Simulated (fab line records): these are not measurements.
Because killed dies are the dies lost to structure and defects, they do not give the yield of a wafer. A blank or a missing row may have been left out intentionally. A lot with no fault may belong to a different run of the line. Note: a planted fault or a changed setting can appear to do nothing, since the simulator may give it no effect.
fab line records -- flow n5-finfet -- part 2 of 2: steps 20 to 29 of 29
record: lots: 5, wafers: 15, last-day: 16
route steps=1938 shown BEOL_M5@1156
lots with no fault: from the same line, run without faults
start-h: the number of hours between the record's first day and the start of the first shown wafer of the lot -- wait-h: how many hours have passed since the lot's step before this one -- " the same as in the row above -- L1.1+2: one row covering several wafers at once -- - no value, or no start given -- * or withheld: withheld -- < > ~ a bound
route shown NAME@n: a module of which the file shows steps, and the number in the route of the first -- usual: mean and standard deviation over wafers with no fault -- same: alike in all rows -- chamber/n: place in a boat -- sites: readings site by site -- _std_site: standard deviation of those values -- _edge_site: mean of outer sites minus mean of inner sites -- radius-mm: how far each site lies from the wafer's centre -- mask NAME#n: copy n -- behind: the tool/chamber that last shaped the wafer -- hold: what put the lot on hold/how long, in hours/how the hold closed -- device: names the non-switching transistor (n, p or np) -- end of line: tests of these same wafers at the route's end -- step lacking rows: just its recipe -- killed: the dies lost at the first sort to structure and to defects; this is not the yield of the wafer -- map: shows each die of a wafer: x if killed, . if not, _ if none is there
set.NAME: the run value of the setting; set.NAME@STEP: its run value at that earlier step -- model.NAME: the simulator's own value behind a step, which no gauge read
a table for each step, a row for each wafer; lots at some steps of the route
services: a tool's chamber out of use, with start hour (start-h, from the record's first day; less than 0 if before it), hours out, and reason
== steps ==
step: N5_BEOL_M5_SPUTTER_48
recipe: material: Cu, target-thk-a: 150, temp-c: -20, chamber-pressure-pa: 0.07, power-w: withheld, time-s: 27.62
usual: throttle-valve-pct: 30.5/0.43
lot.wafer,tool,chamber,start-h,wait-h,throttle-valve-pct
L080.2,pvd-sputter-03,-,216.07,0.2,30.6
L080.3,pvd-sputter-03,-,216.07,0.2,30.2
L080.6,pvd-sputter-03,-,216.07,0.2,30.1
L084.2,pvd-sputter-02,-,245.51,0.3,30.3
L084.4,pvd-sputter-02,-,245.51,0.3,30.4
L084.5,pvd-sputter-02,-,245.51,0.3,30.3
L083.1,pvd-sputter-03,-,248.99,0.1,30.5
L083.3,pvd-sputter-03,-,248.99,0.1,29.7
L083.4,pvd-sputter-03,-,248.99,0.1,30.2
L089.1,pvd-sputter-03,-,286.21,0.1,30.4
L089.4,pvd-sputter-03,-,286.21,0.1,30.3
L089.5,pvd-sputter-03,-,286.21,0.1,30.1
L092.1,pvd-sputter-02,-,290.88,0.1,31.0
L092.2,pvd-sputter-02,-,290.88,0.1,30.3
L092.5,pvd-sputter-02,-,290.88,0.1,30.4
step: N5_BEOL_M5_ANNEAL_49
recipe: temp-c: 400, time-s: 1800, ambient: vacuum
usual: heater-power-w: 841/93
lot.wafer,tool,chamber,start-h,wait-h,heater-power-w
L080.2,pvd-sputter-03,-,216.15,0.0,934
L080.3,pvd-sputter-03,-,216.15,0.0,934
L080.6,pvd-sputter-03,-,216.15,0.0,927
L084.2,pvd-sputter-02,-,245.59,0.0,766
L084.4,pvd-sputter-02,-,245.59,0.0,716
L084.5,pvd-sputter-02,-,245.59,0.0,769
L083.1,pvd-sputter-03,-,249.07,0.0,937
L083.3,pvd-sputter-03,-,249.07,0.0,834
L083.4,pvd-sputter-03,-,249.07,0.0,740
L089.1,pvd-sputter-03,-,286.29,0.0,931
L089.4,pvd-sputter-03,-,286.29,0.0,956
L089.5,pvd-sputter-03,-,286.29,0.0,740
L092.1,pvd-sputter-02,-,290.96,0.0,940
L092.2,pvd-sputter-02,-,290.96,0.0,768
L092.5,pvd-sputter-02,-,290.96,0.0,764
step: N5_BEOL_M5_SPUTTER_81
recipe: material: Cu, target-thk-a: 150, temp-c: -20, chamber-pressure-pa: 0.07, power-w: withheld, time-s: 27.62
usual: throttle-valve-pct: 30.5/0.42
lot.wafer,tool,chamber,start-h,wait-h,throttle-valve-pct
L080.2,pvd-sputter-03,-,217.15,0.5,30.4
L080.3,pvd-sputter-03,-,217.15,0.5,30.0
L080.6,pvd-sputter-03,-,217.15,0.5,30.4
L084.2,pvd-sputter-02,-,246.60,0.5,30.5
L084.4,pvd-sputter-02,-,246.60,0.5,30.4
L084.5,pvd-sputter-02,-,246.60,0.5,30.5
L083.1,pvd-sputter-03,-,250.08,0.5,30.8
L083.3,pvd-sputter-03,-,250.08,0.5,29.8
L083.4,pvd-sputter-03,-,250.08,0.5,30.0
L089.1,pvd-sputter-03,-,287.30,0.5,31.0
L089.4,pvd-sputter-03,-,287.30,0.5,30.4
L089.5,pvd-sputter-03,-,287.30,0.5,30.3
L092.1,pvd-sputter-02,-,291.96,0.5,30.8
L092.2,pvd-sputter-02,-,291.96,0.5,30.6
L092.5,pvd-sputter-02,-,291.96,0.5,30.7
step: N5_BEOL_M5_ANNEAL_82
recipe: temp-c: 400, time-s: 1800, ambient: vacuum
usual: heater-power-w: 841/93
lot.wafer,tool,chamber,start-h,wait-h,heater-power-w
L080.2,pvd-sputter-03,-,217.23,0.0,931
L080.3,pvd-sputter-03,-,217.23,0.0,951
L080.6,pvd-sputter-03,-,217.23,0.0,929
L084.2,pvd-sputter-02,-,246.68,0.0,755
L084.4,pvd-sputter-02,-,246.68,0.0,737
L084.5,pvd-sputter-02,-,246.68,0.0,773
L083.1,pvd-sputter-03,-,250.16,0.0,909
L083.3,pvd-sputter-03,-,250.16,0.0,854
L083.4,pvd-sputter-03,-,250.16,0.0,754
L089.1,pvd-sputter-03,-,287.38,0.0,939
L089.4,pvd-sputter-03,-,287.38,0.0,896
L089.5,pvd-sputter-03,-,287.38,0.0,753
L092.1,pvd-sputter-02,-,292.04,0.0,958
L092.2,pvd-sputter-02,-,292.04,0.0,764
L092.5,pvd-sputter-02,-,292.04,0.0,754
step: N5_BEOL_M5_SPUTTER_83
recipe: material: Cu, target-thk-a: 150, temp-c: -20, chamber-pressure-pa: 0.07, power-w: withheld, time-s: 27.62
usual: throttle-valve-pct: 30.5/0.41
lot.wafer,tool,chamber,start-h,wait-h,throttle-valve-pct
L080.2,pvd-sputter-03,-,218.24,0.5,30.4
L080.3,pvd-sputter-03,-,218.24,0.5,30.2
L080.6,pvd-sputter-03,-,218.24,0.5,30.2
L084.2,pvd-sputter-02,-,247.69,0.5,30.6
L084.4,pvd-sputter-02,-,247.69,0.5,30.4
L084.5,pvd-sputter-02,-,247.69,0.5,30.5
L083.1,pvd-sputter-03,-,251.17,0.5,30.6
L083.3,pvd-sputter-03,-,251.17,0.5,29.9
L083.4,pvd-sputter-03,-,251.17,0.5,30.2
L089.1,pvd-sputter-03,-,288.38,0.5,30.4
L089.4,pvd-sputter-03,-,288.38,0.5,30.2
L089.5,pvd-sputter-03,-,288.38,0.5,29.9
L092.1,pvd-sputter-02,-,293.05,0.5,30.9
L092.2,pvd-sputter-02,-,293.05,0.5,30.5
L092.5,pvd-sputter-02,-,293.05,0.5,30.5
step: N5_BEOL_M5_ANNEAL_84
recipe: temp-c: 400, time-s: 1800, ambient: vacuum
usual: heater-power-w: 840/93
lot.wafer,tool,chamber,start-h,wait-h,heater-power-w
L080.2,pvd-sputter-03,-,218.32,0.0,929
L080.3,pvd-sputter-03,-,218.32,0.0,902
L080.6,pvd-sputter-03,-,218.32,0.0,914
L084.2,pvd-sputter-02,-,247.77,0.0,771
L084.4,pvd-sputter-02,-,247.77,0.0,727
L084.5,pvd-sputter-02,-,247.77,0.0,767
L083.1,pvd-sputter-03,-,251.25,0.0,910
L083.3,pvd-sputter-03,-,251.25,0.0,842
L083.4,pvd-sputter-03,-,251.25,0.0,752
L089.1,pvd-sputter-03,-,288.46,0.0,943
L089.4,pvd-sputter-03,-,288.46,0.0,917
L089.5,pvd-sputter-03,-,288.46,0.0,755
L092.1,pvd-sputter-02,-,293.13,0.0,932
L092.2,pvd-sputter-02,-,293.13,0.0,766
L092.5,pvd-sputter-02,-,293.13,0.0,752
step: N5_BEOL_M5_SPUTTER_88
recipe: material: Cu, target-thk-a: 150, temp-c: -20, chamber-pressure-pa: 0.07, power-w: withheld, time-s: 27.62
usual: throttle-valve-pct: 30.5/0.42
lot.wafer,tool,chamber,start-h,wait-h,throttle-valve-pct
L080.2,pvd-sputter-03,-,219.33,0.5,30.7
L080.3,pvd-sputter-03,-,219.33,0.5,30.3
L080.6,pvd-sputter-03,-,219.33,0.5,30.2
L084.2,pvd-sputter-02,-,248.77,0.5,30.7
L084.4,pvd-sputter-02,-,248.77,0.5,30.6
L084.5,pvd-sputter-02,-,248.77,0.5,30.5
L083.1,pvd-sputter-03,-,252.25,0.5,30.7
L083.3,pvd-sputter-03,-,252.25,0.5,29.9
L083.4,pvd-sputter-03,-,252.25,0.5,30.2
L089.1,pvd-sputter-03,-,289.47,0.5,30.5
L089.4,pvd-sputter-03,-,289.47,0.5,30.2
L089.5,pvd-sputter-03,-,289.47,0.5,30.1
L092.1,pvd-sputter-02,-,294.14,0.5,30.9
L092.2,pvd-sputter-02,-,294.14,0.5,30.7
L092.5,pvd-sputter-02,-,294.14,0.5,30.4
step: N5_BEOL_M5_ANNEAL_89
recipe: temp-c: 400, time-s: 1800, ambient: vacuum
usual: heater-power-w: 840/95
lot.wafer,tool,chamber,start-h,wait-h,heater-power-w
L080.2,pvd-sputter-03,-,219.41,0.0,934
L080.3,pvd-sputter-03,-,219.41,0.0,920
L080.6,pvd-sputter-03,-,219.41,0.0,927
L084.2,pvd-sputter-02,-,248.85,0.0,772
L084.4,pvd-sputter-02,-,248.85,0.0,726
L084.5,pvd-sputter-02,-,248.85,0.0,754
L083.1,pvd-sputter-03,-,252.33,0.0,933
L083.3,pvd-sputter-03,-,252.33,0.0,844
L083.4,pvd-sputter-03,-,252.33,0.0,769
L089.1,pvd-sputter-03,-,289.55,0.0,921
L089.4,pvd-sputter-03,-,289.55,0.0,917
L089.5,pvd-sputter-03,-,289.55,0.0,757
L092.1,pvd-sputter-02,-,294.22,0.0,936
L092.2,pvd-sputter-02,-,294.22,0.0,782
L092.5,pvd-sputter-02,-,294.22,0.0,765
step: N5_BEOL_M5_SPUTTER_90
recipe: material: Cu, target-thk-a: 45, temp-c: -20, chamber-pressure-pa: 0.07, power-w: withheld, time-s: 8.29
usual: throttle-valve-pct: 30.5/0.42
lot.wafer,tool,chamber,start-h,wait-h,throttle-valve-pct
L080.2,pvd-sputter-03,-,220.41,0.5,30.6
L080.3,pvd-sputter-03,-,220.41,0.5,30.1
L080.6,pvd-sputter-03,-,220.41,0.5,30.1
L084.2,pvd-sputter-02,-,249.86,0.5,30.5
L084.4,pvd-sputter-02,-,249.86,0.5,30.6
L084.5,pvd-sputter-02,-,249.86,0.5,30.5
L083.1,pvd-sputter-03,-,253.34,0.5,30.5
L083.3,pvd-sputter-03,-,253.34,0.5,29.9
L083.4,pvd-sputter-03,-,253.34,0.5,30.1
L089.1,pvd-sputter-03,-,290.56,0.5,30.5
L089.4,pvd-sputter-03,-,290.56,0.5,30.2
L089.5,pvd-sputter-03,-,290.56,0.5,29.9
L092.1,pvd-sputter-02,-,295.22,0.5,30.9
L092.2,pvd-sputter-02,-,295.22,0.5,30.4
L092.5,pvd-sputter-02,-,295.22,0.5,30.6
step: N5_BEOL_M5_ECD_50
recipe: material: Cu, target-thk-a: 3000
lot.wafer,tool,chamber,start-h,wait-h
L080.2+3+6,ecd-cu-02,1,220.53,0.1
L084.2+4+5,ecd-cu-02,"0,1,0",249.98,0.1
L083.1+3+4,ecd-cu-01,"1,0,1",253.51,0.1
L089.1+4+5,ecd-cu-01,"0,1,0",290.72,0.1
L092.1+2+5,ecd-cu-02,"0,1,0",295.34,0.1
== services ==
tool,chamber,start-h,hours,kind
uv-cure-03,-,188.87,0.9,repair
rie-diel-04,3,206.29,13.1,repair
uv-cure-01,-,222.53,5.0,pm
uv-cure-01,-,227.53,7.5,pm
uv-cure-03,-,229.12,1.0,pm
cvd-co-02,-,231.43,0.3,repair
uv-cure-01,-,236.52,2.1,pm
uv-cure-02,-,253.49,1.0,pm
rie-diel-06,0,255.87,-,clean
rie-diel-06,0,255.87,-,consumable-replace:focus-ring
rie-diel-06,0,255.87,11.8,scheduled-down
rie-diel-06,0,255.87,11.8,vent-cycle
ald-metal-02,-,259.49,14.6,pm
rie-diel-03,0,268.67,3.8,repair
rie-diel-04,0,271.49,3.0,repair
uv-cure-03,-,279.69,2.1,pm
rie-diel-04,0,283.51,6.1,repair
rie-diel-06,1,286.23,-,clean
rie-diel-06,1,286.23,-,consumable-replace:focus-ring
rie-diel-06,1,286.23,25.2,scheduled-down
rie-diel-06,1,286.23,25.2,vent-cycle
cvd-co-02,2,286.37,40.8,repair
rie-diel-04,2,291.59,9.0,repair
ald-metal-02,3,294.29,7.3,repair
